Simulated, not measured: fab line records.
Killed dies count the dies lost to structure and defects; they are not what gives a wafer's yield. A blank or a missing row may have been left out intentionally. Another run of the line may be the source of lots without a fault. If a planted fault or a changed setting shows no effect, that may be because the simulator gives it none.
fab line records	flow nandHarc
[record] lots = 14	wafers = 41	lastDay = 33
route steps=1302 shown A_CONTACT@1103 A_BLC@1117 END@1302
lots that met no fault: taken from a fault-free run of the same line
startH: hours from the record's first day to the start of the lot's first wafer shown	waitH: hours from the lot's prior step to this one	" same as the row above	L1.1+2: a single row standing in for several wafers	- no value present, or no start provided	* or withheld: withheld	< > ~ a bound
route shown NAME@n: a module of which the file shows steps, and the number in the route of the first	usual: mean and standard deviation over wafers with no fault	same: alike in all rows	chamber/n: place in a boat	sites: the reading at each site	_std_site: the values' standard deviation	_edge_site: outer sites' mean less inner sites'	radiusMm: how far each site lies from the wafer's centre	mask NAME#n: copy n	behind: tool/chamber where the wafer was last shaped	hold: cause of the lot's hold/its duration in hours/its outcome	device: the transistor (n, p or np) that didn't switch	end of line: the route-end tests of the same wafers	where a step has no rows: the recipe by itself	killed: dies lost to structure and defects at the first sort, not the wafer's yield	map: the dies of a wafer, with x for killed, . for not killed, _ for no die there
set.NAME: setting as actually run; set.NAME@STEP: the setting as run at that earlier step	model.NAME: the simulator's own value behind a step, which no gauge read
a sample of lots followed through the steps of the route, with each step as a table and each wafer as a row
services: a tool's chamber out of use, with start hour (startH, from the record's first day; less than 0 if before it), hours out, and reason
[[steps]]
[step NHARC_A_CONTACT_CMP_20]
[recipe] tOverpolishS = 30	targetThkNm = 300
[usual] motorCurrentA = 12.4/1.1	overpolishRunS = 30.001/0.0088	timeToEndpointS = 60.6/3
lot.wafer	tool	chamber	startH	waitH	motorCurrentA	overpolishRunS	timeToEndpointS
L562.3	cmp-02	0	534.00	0.4	12.7	30.005	59.5
L562.2	"	2	"	"	12.4	30.003	67.5
L562.5	"	0	"	"	13.1	29.994	62.7
L564.3	cmp-04	2	545.81	0.4	13.7	29.999	64.3
L564.4	"	1	"	"	12.7	29.998	65.3
L564.5	"	3	"	"	12.4	29.999	65.3
L565.2	cmp-02	1	580.03	0.7	12.6	29.994	60.2
L565.3	"	2	"	"	12.8	29.994	65.4
L565.5	"	0	"	"	12.5	30.007	59.8
L566.1	cmp-02	3	587.32	0.6	11.6	30.012	62.0
L566.4	"	1	"	"	12.2	29.991	59.2
L566.6	"	0	"	"	12.8	29.999	57.8
L568.3	cmp-02	3	591.43	0.5	11.5	30.009	59.1
L568.1	"	0	"	"	12.6	30.000	54.5
L568.2	"	2	"	"	12.9	29.999	64.2
L567.4	cmp-04	1	593.91	0.4	11.4	29.984	59.9
L567.2	"	3	"	"	12.6	30.004	62.6
L567.6	"	1	"	"	11.4	29.993	61.7
L569.3	cmp-04	2	595.28	0.5	13.4	30.009	60.9
L569.1	"	0	"	"	10.5	30.020	65.2
L569.6	"	3	"	"	12.4	30.008	64.5
L571.2	cmp-02	2	624.30	0.8	13.0	29.990	63.3
L571.6	"	3	"	"	11.9	29.996	58.5
L571.5	"	0	"	"	12.7	30.001	54.5
L572.3	cmp-01	3	624.78	0.5	14.4	30.001	58.1
L572.1	"	2	"	"	12.1	29.995	58.8
L572.6	"	0	"	"	11.1	29.977	57.4
L574.4	cmp-04	3	636.53	0.4	12.1	29.994	61.8
L574.5	"	2	"	"	14.4	30.006	58.6
L574.6	"	3	"	"	12.3	30.000	60.7
L576.1	cmp-04	3	668.49	0.8	12.2	30.001	63.8
L576.2	"	1	"	"	11.4	30.013	59.4
L579.1	cmp-04	3	710.61	0.7	12.4	29.993	61.1
L579.6	"	1	"	"	12.0	30.014	60.2
L579.5	"	2	"	"	14.4	30.005	59.5
L584.1	cmp-01	3	738.38	0.7	14.2	30.007	63.1
L584.3	"	0	"	"	11.5	29.992	56.7
L584.6	"	3	"	"	13.3	29.982	60.9
L583.3	cmp-01	3	741.84	0.4	13.3	30.008	65.2
L583.6	"	3	"	"	12.8	30.010	63.1
L583.5	"	0	"	"	11.3	30.004	58.9
[step NHARC_A_BLC_CD_MEAS_10]
[recipe] targetCdNm = 100	landingEnergyEv = 500
[usual] cdNm = 100.0/0.62
lot.wafer	tool	chamber	startH	waitH	cdNm
L562.2	cdSem-01	0	534.91	-	99.6
L562.3	"	0	"	"	99.0
L562.5	"	0	"	"	99.9
L564.3	cdSem-03	0	546.75	-	100.8
L564.4	"	0	"	"	100.4
L564.5	"	0	"	"	100.9
L565.2	cdSem-02	0	580.93	-	99.3
L565.3	"	0	"	"	99.3
L565.5	"	0	"	"	98.9
L566.1	cdSem-01	0	588.24	-	100.6
L566.4	"	0	"	"	99.4
L566.6	"	0	"	"	99.8
L568.1	cdSem-01	0	592.22	-	99.4
L568.2	"	0	"	"	99.9
L568.3	"	0	"	"	99.4
L567.2	cdSem-01	0	594.67	-	99.6
L567.4	"	0	"	"	99.2
L567.6	"	0	"	"	99.5
L569.1	cdSem-03	0	596.21	-	99.2
L569.3	"	0	"	"	100.0
L569.6	"	0	"	"	98.8
L571.2	cdSem-03	0	625.14	-	99.7
L571.5	"	0	"	"	99.7
L571.6	"	0	"	"	100.2
L572.1	cdSem-02	0	625.69	-	99.2
L572.3	"	0	"	"	99.5
L572.6	"	0	"	"	99.9
L574.4	cdSem-03	0	637.42	-	100.7
L574.5	"	0	"	"	99.5
L574.6	"	0	"	"	100.2
L576.1	cdSem-03	0	669.28	-	99.9
L576.2	"	0	"	"	99.9
L579.1	cdSem-01	0	711.34	-	101.2
L579.5	"	0	"	"	101.6
L579.6	"	0	"	"	100.3
L584.1	cdSem-01	0	739.14	-	100.2
L584.3	"	0	"	"	99.6
L584.6	"	0	"	"	101.1
L583.3	cdSem-01	0	742.63	-	99.4
L583.5	"	0	"	"	99.7
L583.6	"	0	"	"	99.8
[step NHARC_A_BLC_OVL_MEAS_11]
[usual] overlayXNm = 0.1/0.73	overlayYNm = 0.0/0.91
lot.wafer	tool	chamber	startH	waitH	overlayXNm	overlayYNm
L562.2	overlay-01	-	535.00	-	1.1	-0.7
L562.3	"	-	"	"	0.9	-0.4
L562.5	"	-	"	"	1.4	-1.1
L564.3	overlay-01	-	546.83	-	0.4	1.6
L564.4	"	-	"	"	0.1	2.2
L564.5	"	-	"	"	0.2	2.0
L565.2	overlay-02	-	581.02	-	-1.2	0.9
L565.3	"	-	"	"	-0.6	1.1
L565.5	"	-	"	"	-0.8	0.8
L566.1	overlay-01	-	588.33	-	0.7	1.1
L566.4	"	-	"	"	0.3	0.9
L566.6	"	-	"	"	0.3	0.3
L568.1	overlay-02	-	592.30	-	0.0	-0.6
L568.2	"	-	"	"	-0.3	-0.6
L568.3	"	-	"	"	0.0	-1.1
L567.2	overlay-01	-	594.75	-	0.2	0.2
L567.4	"	-	"	"	-0.4	-1.4
L567.6	"	-	"	"	0.0	-0.8
L569.1	overlay-02	-	596.29	-	0.2	-0.3
L569.3	"	-	"	"	0.9	0.0
L569.6	"	-	"	"	0.6	0.2
L571.2	overlay-01	-	625.23	-	0.9	-0.3
L571.5	"	-	"	"	1.0	-0.4
L571.6	"	-	"	"	0.8	-0.3
L572.1	overlay-02	-	625.78	-	-1.0	0.7
L572.3	"	-	"	"	-0.8	1.0
L572.6	"	-	"	"	-0.3	-0.1
L574.4	overlay-01	-	637.50	-	-0.3	0.6
L574.5	"	-	"	"	-0.9	0.1
L574.6	"	-	"	"	-0.8	0.0
L576.1	overlay-02	-	669.36	-	-0.6	0.1
L576.2	"	-	"	"	-0.9	0.3
L579.1	overlay-01	-	711.43	-	-0.3	-0.9
L579.5	"	-	"	"	-0.5	-0.8
L579.6	"	-	"	"	-1.2	-0.7
L584.1	overlay-01	-	739.23	-	1.2	0.1
L584.3	"	-	"	"	0.4	-0.3
L584.6	"	-	"	"	0.1	0.3
L583.3	overlay-02	-	742.71	-	-0.4	-0.7
L583.5	"	-	"	"	-0.7	-1.1
L583.6	"	-	"	"	-0.8	-1.1
[step NHARC_A_BLC_CMP_25]
[recipe] tOverpolishS = 30	targetThkNm = 150
[usual] motorCurrentA = 12.3/0.9	overpolishRunS = 29.999/0.0087	timeToEndpointS = 30.7/2.6
lot.wafer	tool	chamber	startH	waitH	motorCurrentA	overpolishRunS	timeToEndpointS
L562.3	cmp-03	1	537.70	0.2	12.0	29.995	29.9
L562.2	"	0	"	"	13.1	30.003	31.4
L562.5	"	2	"	"	12.3	30.009	30.9
L564.4	cmp-03	3	549.49	0.3	10.6	29.995	32.2
L564.3	"	2	"	"	12.1	29.999	28.3
L564.5	"	3	"	"	10.4	29.997	30.1
L565.2	cmp-02	1	583.71	0.4	12.1	29.992	30.2
L565.3	"	3	"	"	11.7	29.988	29.7
L565.5	"	1	"	"	13.0	29.999	29.8
L566.4	cmp-02	3	591.27	0.3	12.2	29.995	32.0
L566.1	"	2	"	"	12.7	29.996	36.7
L566.6	"	3	"	"	11.8	30.006	28.2
L568.2	cmp-02	1	595.14	0.5	13.3	29.994	28.5
L568.3	"	2	"	"	12.3	29.988	35.6
L568.1	"	3	"	"	12.1	30.013	31.0
L567.2	cmp-02	2	597.54	0.5	13.0	29.999	34.0
L567.4	"	3	"	"	11.4	30.002	28.1
L567.6	"	3	"	"	11.9	30.000	26.8
L569.1	cmp-03	1	599.47	0.9	12.2	30.000	30.5
L569.3	"	2	"	"	12.3	30.016	30.7
L569.6	"	0	"	"	13.6	29.997	29.3
L571.2	cmp-03	1	627.92	0.4	11.8	29.992	29.0
L571.5	"	0	"	"	13.2	29.994	31.0
L571.6	"	1	"	"	12.6	30.009	31.6
L572.3	cmp-03	1	628.46	0.4	12.2	30.002	31.0
L572.1	"	2	"	"	12.1	15.066	62.5
L572.6	"	0	"	"	12.8	30.000	33.9
L574.4	cmp-03	3	640.50	0.3	10.5	30.001	35.1
L574.5	"	2	"	"	11.8	15.490	62.7
L574.6	"	3	"	"	10.7	29.989	32.6
L576.2	cmp-03	3	672.41	0.4	10.7	29.998	30.8
L576.1	"	2	"	"	11.7	21.343	55.9
L579.1	cmp-02	3	714.55	0.9	11.5	30.003	28.6
L579.6	"	1	"	"	12.9	29.998	30.6
L579.5	"	2	"	"	12.7	30.000	32.5
L584.1	cmp-03	2	741.92	0.5	12.1	30.015	30.1
L584.3	"	3	"	"	10.8	30.005	33.9
L584.6	"	2	"	"	12.1	29.996	28.6
L583.3	cmp-02	3	745.59	0.3	11.5	30.030	27.2
L583.6	"	1	"	"	11.7	29.993	26.5
L583.5	"	2	"	"	13.3	29.986	32.7
[step NHARC_END_SORT_01]
[recipe] tempC = 25
[usual] killedAtArray = 53/19	killedAtOther = 0.8/1.2	killedAtPeriphery = 3.7/2.3	killedDies = 57/19	killedOpen = 3.2/1.7	killedShort = 2.6/1.8
[same] grossDies = 677
lot.wafer	tool	chamber	startH	waitH	killedAtArray	killedAtOther	killedAtPeriphery	killedDies	killedOpen	killedShort
L566.1	prober-02	0	632.96	2.5	31	0	2	33	4	5
L566.4	prober-02	0	635.37	3.4	31	0	2	33	4	1
L566.6	prober-02	0	636.98	4.0	25	1	1	27	4	5
L572.1	prober-01	0	670.02	2.5	17	1	2	20	1	1
L572.3	prober-01	0	671.61	3.1	19	1	2	22	2	2
L572.6	prober-01	0	674.00	4.0	21	0	6	27	2	4
L574.4	prober-01	0	700.87	3.4	48	2	6	56	4	2
L574.5	prober-01	0	701.67	3.7	40	1	2	43	2	3
L574.6	prober-01	0	702.48	4.0	53	0	3	56	4	3
L576.1	prober-02	0	716.74	2.5	74	0	0	74	2	4
L583.3	prober-01	0	788.52	3.1	55	0	7	62	3	5
L583.5	prober-01	0	790.10	3.7	52	0	9	61	5	3
L583.6	prober-01	0	790.90	4.0	48	0	2	50	2	1
// killed by level:class
L566.1 A_CHANNEL_HOLE_D2:chamberFilmFlake=5 A_STAIRCASE:chamberFilmFlake=4 A_WL_FILL:chamberFilmFlake=4 A_CHANNEL_FILL_D1:chamberFilmFlake=3 A_CONTACT:chamberFilmFlake=3 A_CHANNEL_HOLE_D1:geometricParticle:short=2 A_CHANNEL_HOLE_D1:chamberFilmFlake=2 P_M0:geometricParticle:open=1
L566.4 A_STAIRCASE:chamberFilmFlake=8 A_CHANNEL_HOLE_D2:chamberFilmFlake=7 A_CHANNEL_HOLE_D1:chamberFilmFlake=4 A_CONTACT:chamberFilmFlake=3 P_GATE:geometricParticle:open=2 A_CHANNEL_FILL_D1:chamberFilmFlake=2 A_SLIT:chamberFilmFlake=2 A_WL_FILL:chamberFilmFlake=2
L566.6 A_CHANNEL_HOLE_D2:chamberFilmFlake=8 A_BLC:chamberFilmFlake=3 A_SGD_CUT:geometricParticle:short=2 A_CONTACT:geometricParticle:open=2 A_CHANNEL_FILL_D1:chamberFilmFlake=2 A_WL_FILL:chamberFilmFlake=2 P_M0:geometricParticle:short=1 A_ONON_D1:geometricParticle:open=1
L572.1 A_CHANNEL_HOLE_D1:chamberFilmFlake=6 A_CHANNEL_FILL_D2:chamberFilmFlake=4 A_SLIT:chamberFilmFlake=2 A_DECK1_JOINT:geometricParticle:open=1 A_DECK1_JOINT:geometricParticle:short=1 P_STI:chamberFilmFlake=1 P_GATE:chamberFilmFlake=1 A_CHANNEL_HOLE_D2:chamberFilmFlake=1
L572.3 A_CHANNEL_HOLE_D1:chamberFilmFlake=5 A_SLIT:chamberFilmFlake=4 A_CHANNEL_HOLE_D2:chamberFilmFlake=3 A_CHANNEL_FILL_D2:chamberFilmFlake=3 P_M0:geometricParticle:open=1 A_ONON_D1:geometricParticle:short=1 A_CHANNEL_FILL_D2:geometricParticle:short=1 A_CONTACT:geometricParticle:open=1
L572.6 P_M1:chamberFilmFlake=4 A_CHANNEL_HOLE_D1:chamberFilmFlake=4 A_SLIT:chamberFilmFlake=3 A_CONTACT:chamberFilmFlake=3 A_WL_FILL:geometricParticle:short=2 A_CHANNEL_FILL_D2:chamberFilmFlake=2 A_STAIRCASE:chamberFilmFlake=2 P_M1:geometricParticle:short=1
L574.4 A_CHANNEL_HOLE_D1:chamberFilmFlake=30 A_CHANNEL_HOLE_D2:chamberFilmFlake=9 A_DECK1_JOINT:geometricParticle:open=2 P_ZERO_WELL:chamberFilmFlake=2 A_DECK1_JOINT:chamberFilmFlake=2 A_STAIRCASE:chamberFilmFlake=2 THIN_TSV:chamberFilmFlake=2 P_GATE:geometricParticle:short=1
L574.5 A_CHANNEL_HOLE_D1:chamberFilmFlake=18 A_CHANNEL_HOLE_D2:chamberFilmFlake=13 A_STAIRCASE:chamberFilmFlake=2 P_GATE:geometricParticle:open=1 A_SOURCE_PLATE:geometricParticle:short=1 A_ONON_D1:geometricParticle:open=1 A_DECK1_JOINT:geometricParticle:short=1 A_CHANNEL_FILL_D2:geometricParticle:short=1
L574.6 A_CHANNEL_HOLE_D1:chamberFilmFlake=28 A_CHANNEL_HOLE_D2:chamberFilmFlake=11 A_SLIT:chamberFilmFlake=3 A_CHANNEL_HOLE_D1:geometricParticle:short=2 A_CONTACT:geometricParticle:open=2 A_STAIRCASE:chamberFilmFlake=2 P_M0:geometricParticle:open=1 A_ONON_D2:geometricParticle:short=1
L576.1 A_SLIT:chamberFilmFlake=27 A_CHANNEL_HOLE_D1:chamberFilmFlake=18 A_CHANNEL_HOLE_D2:chamberFilmFlake=16 A_STAIRCASE:chamberFilmFlake=3 A_CHANNEL_FILL_D1:geometricParticle:short=2 A_ONON_D1:geometricParticle:short=1 A_DECK1_JOINT:geometricParticle:open=1 A_M0:geometricParticle:short=1
L583.3 A_SLIT:chamberFilmFlake=30 A_CHANNEL_HOLE_D1:chamberFilmFlake=10 P_GATE:chamberFilmFlake=6 A_CONTACT:chamberFilmFlake=5 A_WL_FILL:geometricParticle:short=3 A_CHANNEL_HOLE_D2:chamberFilmFlake=2 P_M0:geometricParticle:open=1 A_DECK1_JOINT:geometricParticle:short=1
L583.5 A_SLIT:chamberFilmFlake=21 A_CHANNEL_HOLE_D1:chamberFilmFlake=12 A_CONTACT:chamberFilmFlake=8 P_ZERO_WELL:chamberFilmFlake=4 P_CONTACT:geometricParticle:short=2 A_DECK1_JOINT:geometricParticle:open=2 P_GATE:chamberFilmFlake=2 A_CHANNEL_HOLE_D2:chamberFilmFlake=2
L583.6 A_SLIT:chamberFilmFlake=35 A_CHANNEL_HOLE_D1:chamberFilmFlake=6 P_GATE:chamberFilmFlake=2 A_ONON_D1:geometricParticle:open=1 A_DECK1_JOINT:geometricParticle:open=1 A_M1:geometricParticle:short=1 A_CHANNEL_FILL_D1:chamberFilmFlake=1 A_DECK1_JOINT:chamberFilmFlake=1
[[services]]
tool	chamber	startH	hours	kind
cmp-04	-	516.18	3.5	repair
cmp-02	-	526.64	4.0	pm
cmp-03	-	557.57	4.0	pm
cmp-02	-	560.50	1.0	repair
cmp-03	-	567.55	0.5	repair
cmp-01	-	577.68	4.0	pm
cmp-03	-	589.68	6.2	repair
cmp-04	-	601.04	4.0	pm
cmp-04	-	608.76	1.6	repair
cmp-03	-	612.66	0.2	repair
cmp-02	-	624.64	4.0	pm
cmp-02	-	628.64	-	consumableReplace:conditioner
cmp-02	-	628.64	-	consumableReplace:pad
cmp-02	-	638.47	1.0	repair
cmp-03	-	655.57	4.0	pm
cmp-01	-	672.33	1.6	repair
cmp-01	-	675.68	4.0	pm
cmp-03	-	681.67	0.6	repair
cmp-03	-	688.73	3.7	repair
cmp-01	-	691.85	2.3	repair
cmp-04	-	699.04	4.0	pm
cmp-04	-	720.21	1.2	repair
cmp-02	-	722.64	4.0	pm
cmp-04	-	739.36	5.9	repair
[[key]]
[firstSign] step = NHARC_A_BLC_CMP_25	reading = overpolishRunS	direction = down	sigmas = 99+	usual = 29.999	struck = 17.300
[effect] step = NHARC_A_BLC_CMP_25	reading = timeToEndpointS	direction = up	sigmas = 11	usual = *	struck = *
metAt NHARC_A_BLC_CMP_25
struckLots L572,L574,L576
struckWafers L572.1,L574.5,L576.1
testerLeftOut L572,L574,L576
notActingAt NHARC_A_CONTACT_CMP_20,NHARC_A_BLC_CD_MEAS_10,NHARC_A_BLC_OVL_MEAS_11
onsetBetween 627.92 628.46
[fault] kind = processParameterDrift	tool = cmp-03	chamber = -	onsetH = 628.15	steps = NHARC_A_BLC_CMP_25	channel = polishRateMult	offset = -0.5	shape = step	endH = 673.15	scope = struckWafersOnly
// testerLeftOut: of these lots the tester's yield and bins aren't shown, on N5 and GAA mostly nor the transistor test; their killed dies are dies lost to structure and defects alone, not to doping, threshold or leakage, so they don't give the yield
